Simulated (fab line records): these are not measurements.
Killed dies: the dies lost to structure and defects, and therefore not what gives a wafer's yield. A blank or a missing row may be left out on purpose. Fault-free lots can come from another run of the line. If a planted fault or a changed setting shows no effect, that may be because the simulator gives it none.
Chamber matching | flow nand-harc | pecvd-03 running NHARC_P_GATE_DEP_103: 3 sister chambers
The step deposits SiON, target thk 30 nm. 3 wafers are shown with their chamber, then 8 later ones without.

EACH WAFER AND ITS CHAMBER
wafer  | chamber | heater-power-w (W)
L695.2 | 0       | 640
L700.1 | 2       | 713
L701.1 | 1       | 895

WAFERS WITHOUT THEIR CHAMBER
wafer  | heater-power-w (W)
L701.4 | 725
L701.6 | 742
L706.1 | 655
L706.2 | 761
L706.6 | 649
L708.2 | 791
L708.3 | 661
L708.6 | 820

EACH ONE'S CHAMBER
wafer  | from the rows above          | in truth
L701.4 | can't be placed: 2 or 0      | 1
L701.6 | can't be placed: 2 or 0      | 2
L706.1 | can't be placed: 0 or 2      | 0
L706.2 | can't be placed: 2 or 0 or 1 | 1
L706.6 | can't be placed: 0 or 2      | 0
L708.2 | can't be placed: 2 or 1 or 0 | 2
L708.3 | can't be placed: 0 or 2      | 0
L708.6 | can't be placed: 1 or 2      | 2
0 of 8 placed correctly. These rows do not allow placing 8 (true chamber among the candidates in 7). Placed wrongly: 0.
How it was worked out, from the rows above alone: a wafer's distance from a chamber is the root of the sum, over the readings, of the square of ((its reading less the chamber's mean) divided by the reading's scatter). The wafer belongs to the nearest chamber; if the next one is less than 2 further off, it can't be placed. Each chamber's mean is taken over the wafers shown for it. The scatter (one wafer shown for each chamber): square how far every hidden wafer sits from the nearest shown wafer, average those squares and take the square root.
